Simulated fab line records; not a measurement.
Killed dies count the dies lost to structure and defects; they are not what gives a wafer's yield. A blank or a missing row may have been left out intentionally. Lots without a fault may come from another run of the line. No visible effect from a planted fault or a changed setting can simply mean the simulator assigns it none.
fab line records	flow n5_finfet
[record] lots = 5	wafers = 15	last_day = 17
route steps=1938 shown TV_OPEN@1889 PAD_METAL@1893 PASSIVATION@1897
lots with no fault: from the same line, run without faults
start_h: hours from the record's opening day to when the first of the lot's shown wafers began	wait_h: hours since the lot's step before	" identical to the entry in the row above	L1.1+2: a single row standing in for several wafers	- no value, or no start given	* or withheld: withheld	< > ~ a bound
route shown NAME@n: names a module that has steps shown in the file, with the first one's number in the route	usual: mean and standard deviation over wafers with no fault	same: alike in all rows	chamber/n: place in a boat	sites: each site's reading	_std_site: the values' standard deviation	_edge_site: outer sites' mean less inner sites'	radius_mm: for every site, how far away it sits from the centre of the wafer	mask NAME#n: copy n	behind: the last tool/chamber to shape the wafer	hold: why the lot was held/for how many hours/how that ended	device: the transistor (n, p or np) that didn't switch	end of line: the tests these same wafers got at the end of their route	where a step has no rows: the recipe by itself	killed: dies lost to structure and defects at the first sort, not the wafer's yield	map: a wafer's dies, marking killed ones x, the rest . and places with no die _
set.NAME: setting as actually run; set.NAME@STEP: the setting as run at that earlier step	model.NAME: the simulator's own value behind a step, which no gauge read
certain route steps with their lots: each step a table, each wafer a row
services: when a tool's chamber went out of use (start_h, in hours from the record's first day, below 0 if earlier), for how many hours, and the reason
[[steps]]
[step N5_PASSIVATION_STRIP_14]
[recipe] chemistry = O2	power_w = 600	temp_c = 60	pressure_mtorr = 30	rf_frequency_hz = 6e+07	bias_power_w = 0	overash_fraction = 0.5	o2_flow_sccm = 225
[usual] drypump_motor_current_A = 5.8/0.4	oes_product_au = 0.77/0.057	rf_vpp_V = 3.6/0.91	showerhead_plenum_p_Torr = 2.14/0.089	temp_c = 60.01/0.12	throttle_valve_pct = 16.72/0.27
lot.wafer	tool	chamber	start_h	wait_h	drypump_motor_current_A	oes_product_au	rf_hours_counter_h	rf_vpp_V	showerhead_plenum_p_Torr	temp_c	throttle_valve_pct
L674.1	rie_diel-04	3	281.51	0.1	6.0	0.83	55	4.8	2.13	60.22	16.75
L674.4	"	3	"	"	6.0	0.83	-	4.1	2.13	59.81	16.73
L674.6	"	2	"	"	5.4	0.78	-	3.8	2.01	59.94	16.79
L681.1	rie_diel-06	1	335.04	0.1	6.2	0.80	96	3.0	2.03	60.08	16.39
L681.2	"	3	"	"	5.6	0.72	212	5.5	2.17	59.72	16.77
L681.3	"	2	"	"	6.0	0.80	130	3.4	2.21	60.02	16.64
L688.3	rie_diel-06	1	375.33	0.1	6.2	0.78	110	3.1	2.02	60.01	16.41
L688.4	"	2	"	"	6.0	0.76	-	3.9	2.21	59.96	16.68
L688.5	"	1	"	"	6.2	0.79	-	3.7	2.02	59.95	16.43
L691.1	rie_diel-06	3	386.35	0.1	5.6	0.71	230	3.8	2.16	59.89	16.75
L691.4	"	1	"	"	6.1	0.79	-	2.8	2.02	60.06	16.45
L691.6	"	2	"	"	6.0	0.76	-	3.2	2.21	60.10	16.70
L693.1	rie_diel-06	1	396.48	0.1	6.2	0.78	118	3.7	2.02	59.95	16.43
L693.4	"	0	"	"	5.6	0.98	2	3.2	2.27	59.96	16.57
L693.5	"	3	"	"	5.6	0.70	-	5.0	2.16	60.13	16.79
[step N5_PASSIVATION_ETCH_15]
[recipe] chemistry = CF4/N2	target = SiCN	target_depth_a = 750	taper_deg = 2	time_s = 81.2	ion_energy_ev = 150	mask_material = SiNx	pressure_mtorr = 40	source_w = 430	bias_w = 70	Ar_flow_sccm = 100	cf4_flow_sccm = 60	n2_flow_sccm = 60
[usual] drypump_motor_current_A = 5.8/0.4	oes_product_au = 0.77/0.058	rf_vpp_V = 383.0/2.2	showerhead_plenum_p_Torr = 2.23/0.087	throttle_valve_pct = 15.42/0.25
lot.wafer	tool	chamber	start_h	wait_h	drypump_motor_current_A	oes_product_au	rf_hours_counter_h	rf_vpp_V	showerhead_plenum_p_Torr	throttle_valve_pct
L674.1	rie_diel-04	3	-	-	6.0	0.86	55	383.5	2.23	15.44
L674.4	"	3	"	"	6.0	0.86	-	382.7	2.23	15.46
L674.6	"	2	"	"	5.3	0.80	-	379.7	2.12	15.53
L681.1	rie_diel-06	1	-	-	6.2	0.81	96	379.5	2.14	15.21
L681.2	"	3	"	"	5.6	0.71	212	383.7	2.26	15.45
L681.3	"	2	"	"	6.0	0.77	130	384.5	2.30	15.30
L688.3	rie_diel-06	1	-	-	6.2	0.80	110	378.9	2.14	15.22
L688.4	"	2	"	"	6.0	0.76	-	384.5	2.29	15.31
L688.5	"	1	"	"	6.2	0.80	-	380.4	2.14	15.24
L691.1	rie_diel-06	3	-	-	5.5	0.71	230	385.7	2.26	15.49
L691.4	"	1	"	"	6.2	0.79	-	381.8	2.13	15.25
L691.6	"	2	"	"	6.0	0.76	-	384.8	2.29	15.32
L693.1	rie_diel-06	1	-	-	6.2	0.80	118	380.4	2.13	15.26
L693.4	"	0	"	"	5.6	0.97	2	386.1	2.34	15.15
L693.5	"	3	"	"	5.5	0.70	-	384.6	2.25	15.50
[step N5_PASSIVATION_STRIP_73]
[recipe] chemistry = post_etch_residue_remover	time_s = 60	temp_c = 25	remover_ph = withheld	remover_water_wt_pct = withheld	remover_fluoride_wt_pct = withheld
[step N5_PASSIVATION_SRD_17]
[recipe] time_s = 30	temp_c = 23	rinse_liquid = diw	dry = n2_spin	spin_rpm = 1500	dry_time_s = 30
[step N5_PASSIVATION_DEGAS_18]
[recipe] ambient = vacuum	temp_c = 300	time_s = 60
[usual] heater_power_w = 486/44	susceptor_temp_C = 299.98/0.22
lot.wafer	tool	chamber	start_h	wait_h	heater_power_w	susceptor_temp_C
L674.1	pvd_sputter-02	-	282.19	0.5	540	299.66
L674.4	"	-	"	"	520	299.71
L674.6	"	-	"	"	504	299.82
L681.1	pvd_sputter-02	-	335.75	0.5	518	300.26
L681.2	"	-	"	"	543	300.26
L681.3	"	-	"	"	476	300.06
L688.3	pvd_sputter-03	-	375.55	0.0	527	299.79
L688.4	"	-	"	"	431	299.63
L688.5	"	-	"	"	463	300.07
L691.1	pvd_sputter-01	-	386.64	0.1	393	299.89
L691.4	"	-	"	"	467	300.19
L691.6	"	-	"	"	396	299.80
L693.1	pvd_sputter-01	-	396.96	0.3	478	300.28
L693.4	"	-	"	"	480	299.58
L693.5	"	-	"	"	475	299.82
[step N5_PASSIVATION_PRE_CLEAN_19]
[recipe] gas = H2/He	time_s = *	temp_c = *
[usual] heater_power_w = 485/44	susceptor_temp_C = *
lot.wafer	tool	chamber	start_h	wait_h	heater_power_w	susceptor_temp_C
L674.1	pvd_sputter-02	-	282.23	0.0	523	*
L674.4	"	-	"	"	518	*
L674.6	"	-	"	"	513	*
L681.1	pvd_sputter-02	-	335.79	0.0	529	*
L681.2	"	-	"	"	519	*
L681.3	"	-	"	"	470	*
L688.3	pvd_sputter-03	-	375.59	0.0	531	*
L688.4	"	-	"	"	438	*
L688.5	"	-	"	"	468	*
L691.1	pvd_sputter-01	-	386.68	0.0	398	*
L691.4	"	-	"	"	460	*
L691.6	"	-	"	"	395	*
L693.1	pvd_sputter-01	-	397.00	0.0	469	*
L693.4	"	-	"	"	464	*
L693.5	"	-	"	"	481	*
[step N5_PASSIVATION_SPUTTER_20]
[recipe] material = TaN	target_thk_a = 500	temp_c = 25	chamber_pressure_pa = 0.4
[step N5_PASSIVATION_AL_DEP_21]
[recipe] material = Al	target_thk_a = 28000	temp_c = 400	time_s = 170	power_w = 30000	chamber_pressure_pa = 0.4	gas = Ar
[usual] susceptor_temp_C = 400.02/0.23	throttle_valve_pct = 30.0/1.5
lot.wafer	tool	chamber	start_h	wait_h	susceptor_temp_C	throttle_valve_pct
L674.1	pvd_sputter-02	-	282.37	0.1	399.73	31.5
L674.4	"	-	"	"	399.44	27.6
L674.6	"	-	"	"	399.87	31.3
L681.1	pvd_sputter-02	-	335.93	0.1	400.01	30.4
L681.2	"	-	"	"	400.05	27.4
L681.3	"	-	"	"	399.75	32.2
L688.3	pvd_sputter-03	-	375.73	0.1	399.90	29.9
L688.4	"	-	"	"	400.01	29.1
L688.5	"	-	"	"	399.83	31.6
L691.1	pvd_sputter-01	-	386.82	0.1	400.07	28.2
L691.4	"	-	"	"	400.08	30.1
L691.6	"	-	"	"	400.33	28.3
L693.1	pvd_sputter-01	-	397.14	0.1	399.72	30.7
L693.4	"	-	"	"	400.28	29.9
L693.5	"	-	"	"	400.40	29.9
[step N5_PASSIVATION_HMDS_23]
[recipe] time_s = 60	temp_c = 120
[step N5_PASSIVATION_COAT_24]
[recipe] spin_rpm = 3000	resist_thk_nm = withheld
[step N5_PASSIVATION_EBR_26]
[recipe] solvent = PGMEA	ebr_width_mm = 1.5
[step N5_PASSIVATION_SOFTBAKE_25]
[recipe] temp_c = 100	time_s = 90
[step N5_PASSIVATION_EXPOSE_27]
[recipe] mask_id = PAD	na = 0.55	source_shape = conventional	sigma_outer = 0.8	polarization = unpolarized	defocus_nm = 0	dose_mj = 32.3
lot.wafer	tool	chamber	start_h	wait_h	mask
L674.1+4+6	krf_scanner-02	0	282.66	-	PAD#0
L681.1+2+3	krf_scanner-01	0	336.23	-	PAD#0
L688.3+4+5	krf_scanner-02	0	376.04	-	PAD#0
L691.1+4+6	krf_scanner-01	0	387.23	-	PAD#0
L693.1+4+5	krf_scanner-01	0	397.56	-	PAD#0
[step N5_PASSIVATION_PEB_28]
[recipe] peb_temp_c = withheld	peb_time_s = *
[step N5_PASSIVATION_DEVELOP_29]
[recipe] develop_time_s = 60	rinse_liquid = diw	dry = air_spin	dev_temp_c = 21
[step N5_PASSIVATION_HARDBAKE_31]
[recipe] temp_c = 130	time_s = 120
[step N5_PASSIVATION_CD_MEAS_30]
[recipe] target_cd_nm = 4000	landing_energy_ev = 500	detector = se_inlens	polarity = opening
[usual] cd_nm = 4000.9/2.3
lot.wafer	tool	chamber	start_h	wait_h	cd_nm
L674.1	cd_sem-03	0	282.84	-	3998.8
L674.4	"	0	"	"	3996.6
L674.6	"	0	"	"	3995.0
L681.1	cd_sem-03	0	336.40	-	3996.4
L681.2	"	0	"	"	4000.3
L681.3	"	0	"	"	3999.4
L688.3	cd_sem-01	0	376.20	-	4017.8
L688.4	"	0	"	"	4011.7
L688.5	"	0	"	"	4025.1
L691.1	cd_sem-03	0	387.41	-	3997.9
L691.4	"	0	"	"	4002.0
L691.6	"	0	"	"	3998.2
L693.1	cd_sem-01	0	397.74	-	3997.6
L693.4	"	0	"	"	4001.4
L693.5	"	0	"	"	3998.2
[step N5_PASSIVATION_OVL_MEAS_63]
[recipe] points_per_wafer = 44
[usual] PAD_OVL = -4/5.8
lot.wafer	tool	chamber	start_h	wait_h	PAD_OVL[nm]
L674.1	overlay-01	0	282.87	0.0	1
L674.4	"	0	"	"	-4
L674.6	"	0	"	"	-3
L681.1	overlay-01	0	336.44	0.0	5
L681.2	"	0	"	"	-7
L681.3	"	0	"	"	1
L688.3	overlay-02	0	376.23	0.0	-6
L688.4	"	0	"	"	-8
L688.5	"	0	"	"	-3
L691.1	overlay-01	0	387.44	0.0	-12
L691.4	"	0	"	"	2
L691.6	"	0	"	"	2
L693.1	overlay-01	0	397.77	0.0	-9
L693.4	"	0	"	"	-3
L693.5	"	0	"	"	-13
[step N5_PASSIVATION_PROBE_49]
[usual] defect_limited_yield = 91.5/1.4	killed_at_M0_to_M3 = 32/9.7	killed_at_M4_up = 14/5.3	killed_at_contacts = 11/6	killed_at_front_end = 39/14	killed_at_other = 3.3/2.7	killed_dies = 100/17	killed_open = 66/13	killed_short = 32/7.4	sort_bin_5_function = 4.9/0.9	sort_bin_6_memory = 3.2/0.72	sort_n_pass = 1080/17	sort_yield_pct = 91.5/1.4
[same] gross_dies = 1180	killed_at_back_side = 0	sort_bin_4_leakage[%] = 0	sort_bin_8_speed[%] = 0
lot.wafer	tool	chamber	start_h	wait_h	defect_limited_yield[%]	killed_at_M0_to_M3	killed_at_M4_up	killed_at_contacts	killed_at_front_end	killed_at_other	killed_dies	killed_open	killed_short	sort_bin_5_function[%]	sort_bin_6_memory[%]	sort_n_pass	sort_yield_pct[%]
L681.1	prober-01	-	341.51	0.0	89.9	36	12	4	63	4	119	77	42	5.8	3.6	1061	89.9
L681.2	prober-01	-	341.56	0.1	90.3	40	17	18	38	2	115	83	29	6.1	3.4	1065	90.3
L681.3	prober-01	-	341.61	0.1	88.6	59	24	10	41	1	135	101	32	6.9	4.1	1045	88.6
L688.3	prober-01	-	382.48	0.1	92.6	27	10	13	35	2	87	63	24	4.2	2.8	1093	92.6
L688.4	prober-01	-	382.53	0.2	91.3	29	6	9	52	7	103	72	31	4.4	4.2	1077	91.3
L688.5	prober-01	-	382.58	0.2	87.5	35	9	15	84	4	147	107	40	6.5	5.6	1033	87.5
// killed by level:class
L681.1 FIN_SAQP:geometric_particle:short=19 FIN_SAQP:geometric_particle:open=17 BEOL_M2:geometric_particle:open=12 STI_FIN_REVEAL:geometric_particle:open=11 BEOL_M4:geometric_particle:open=8 BEOL_M0_SAQP:geometric_particle:short=4 BEOL_M0:geometric_particle:open=4 BEOL_M1:geometric_particle:open=4
L681.2 BEOL_M2:geometric_particle:open=15 MOL_CONTACT_COAG:geometric_particle:open=13 FIN_SAQP:geometric_particle:open=9 BEOL_M4:geometric_particle:open=9 STI_FIN_REVEAL:geometric_particle:open=8 BEOL_M0_SAQP:geometric_particle:open=6 BEOL_M1:geometric_particle:open=6 MOL_CONTACT_COAG:geometric_particle:short=5
L681.3 BEOL_M4:geometric_particle:open=17 FIN_SAQP:geometric_particle:open=16 BEOL_M2:geometric_particle:open=15 BEOL_M3:geometric_particle:open=15 FIN_SAQP:geometric_particle:short=11 BEOL_M0_SAQP:geometric_particle:open=11 MOL_CONTACT_COAG:geometric_particle:open=9 GATE_CUT:geometric_particle:short=5
L688.3 FIN_SAQP:geometric_particle:open=12 MOL_CONTACT_COAG:geometric_particle:open=12 STI_FIN_REVEAL:geometric_particle:open=7 BEOL_M0_SAQP:geometric_particle:open=6 BEOL_M0_SAQP:geometric_particle:short=6 BEOL_M2:geometric_particle:open=6 DUMMY_GATE:geometric_particle:open=5 FIN_SAQP:geometric_particle:short=4
L688.4 STI_FIN_REVEAL:geometric_particle:open=14 ILD0:geometric_particle:open=9 MOL_CONTACT_COAG:geometric_particle:open=8 BEOL_M0_SAQP:geometric_particle:open=8 BEOL_M3:geometric_particle:open=8 FIN_SAQP:geometric_particle:short=6 FIN_SAQP:geometric_particle:open=6 GATE_CUT:geometric_particle:short=4
L688.5 FIN_SAQP:geometric_particle:open=25 STI_FIN_REVEAL:geometric_particle:open=20 MOL_CONTACT_COAG:geometric_particle:open=13 BEOL_M2:geometric_particle:open=10 FIN_SAQP:geometric_particle:short=7 ILD0:geometric_particle:short=6 ILD0:geometric_particle:open=6 GATE_CUT:geometric_particle:short=6
[[services]]
tool	chamber	start_h	hours	kind
krf_scanner-01	-	257.83	0.8	pm
krf_scanner-02	-	264.10	1.0	pm
krf_scanner-02	-	265.10	0.8	pm
krf_scanner-01	-	278.45	1.0	pm
rie_diel-04	1	279.44	3.4	repair
rie_diel-04	2	293.66	8.2	repair
rie_diel-06	1	311.17	5.3	repair
rie_diel-04	1	317.63	-	clean
rie_diel-04	1	317.63	-	consumable_replace:focus_ring
rie_diel-04	1	317.63	25.8	scheduled_down
rie_diel-04	1	317.63	25.8	vent_cycle
pvd_sputter-03	-	355.18	4.5	repair
krf_scanner-01	-	358.64	0.9	repair
rie_diel-04	0	360.69	4.7	repair
rie_diel-04	2	360.94	2.5	repair
krf_scanner-02	-	365.53	1.3	pm
rie_diel-06	0	367.05	-	clean
rie_diel-06	0	367.05	-	consumable_replace:focus_ring
rie_diel-06	0	367.05	-	consumable_replace:showerhead
rie_diel-06	0	367.05	23.0	scheduled_down
rie_diel-06	0	367.05	23.0	vent_cycle
rie_diel-04	1	371.84	5.3	repair
krf_scanner-02	-	376.15	4.4	pm
krf_scanner-01	0	378.17	-	calibration
[[key]]
[first_sign] step = N5_PASSIVATION_CD_MEAS_30	reading = cd_nm	direction = up	sigmas = 7.4	usual = 4000.9	struck = 4018.2
effect none on later readings
met_at N5_PASSIVATION_EXPOSE_27
struck_wafers L688.3,L688.4,L688.5
onset_between 282.66 376.04
also_fits N5_PASSIVATION_DEGAS_18:pvd_sputter-03,N5_PASSIVATION_PRE_CLEAN_19:pvd_sputter-03,N5_PASSIVATION_AL_DEP_21:pvd_sputter-03
[fault] kind = process_parameter_drift	tool = krf_scanner-02	chamber = -	onset_h = 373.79	steps = N5_PASSIVATION_EXPOSE_27	channel = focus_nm	offset = 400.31	spread_by_wafer = 0.3	shape = step
